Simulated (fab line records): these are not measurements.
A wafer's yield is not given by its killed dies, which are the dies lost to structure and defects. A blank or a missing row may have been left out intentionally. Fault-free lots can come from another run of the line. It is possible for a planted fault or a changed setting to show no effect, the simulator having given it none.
Chamber matching -- flow nand harc -- NHARC_A_STAIRCASE_STRIP_476 on rie diel-08: 4 sister chambers
The step strips in O2, time 20 s. 18 wafers are shown with their chamber, then 9 later ones without.

== EACH WAFER AND ITS CHAMBER ==
wafer,chamber,showerhead plenum p Torr (Torr),oes product au (a.u.),rf vpp V (V)
L076.1,3,3.46,0.987,57.5
L076.4,0,3.41,0.998,56.8
L076.5,2,3.32,1.015,57.0
L077.3,3,3.46,0.985,57.3
L077.4,1,3.70,1.001,58.6
L077.5,1,3.70,1.001,57.5
L078.1,2,3.32,1.025,59.8
L078.2,1,3.70,1.004,58.6
L078.5,2,3.32,1.023,59.4
L080.1,2,3.32,1.017,59.0
L080.4,3,3.46,1.002,57.2
L080.6,1,3.70,1.004,57.5
L081.1,2,3.31,1.017,58.0
L081.2,0,3.40,0.995,57.4
L081.5,3,3.46,0.998,58.9
L085.1,1,3.69,0.988,58.6
L085.5,3,3.46,0.999,57.5
L085.6,2,3.31,1.001,58.2

SIGNATURES (averages over the wafers above)
reading,chamber 0,chamber 1,chamber 2,chamber 3,scatter within a chamber
showerhead plenum p Torr,3.4050,3.6980,3.3167,3.4600,0.00434
oes product au,0.99650,0.99960,1.01633,0.99420,0.00743
rf vpp V,57.100,58.160,58.567,57.680,0.796
Rule: a wafer lies at a distance from a chamber equal to the root of the sum of squares, over the readings, of (its reading less the chamber's mean, divided by the reading's scatter). The wafer belongs to the nearest chamber; if the next one is less than 2 further off, it can't be placed. The scatter: the root of (the sum of the squares of (reading less its chamber's mean) over the shown wafers, divided by (wafers less chambers)).

== WAFERS WHOSE CHAMBER IS MISSING ==
wafer,showerhead plenum p Torr (Torr),oes product au (a.u.),rf vpp V (V)
L088.2,3.31,0.999,56.6
L088.4,3.45,0.994,57.0
L088.6,3.31,1.011,58.0
L091.1,3.39,1.000,58.0
L091.3,3.30,1.000,57.1
L091.6,3.39,1.009,57.5
L093.1,3.30,1.010,57.2
L093.2,3.68,0.999,57.6
L093.3,3.45,0.987,56.2

== CHAMBER TAKEN BY EACH ==
wafer,from the rows above,in truth
L088.2,2,2
L088.4,3,3
L088.6,2,2
L091.1,0,0
L091.3,2,2
L091.6,0,0
L093.1,2,2
L093.2,1,1
L093.3,3,3
9 of 9 placed correctly. Number that these rows cannot place: 0. 0 placed wrongly.
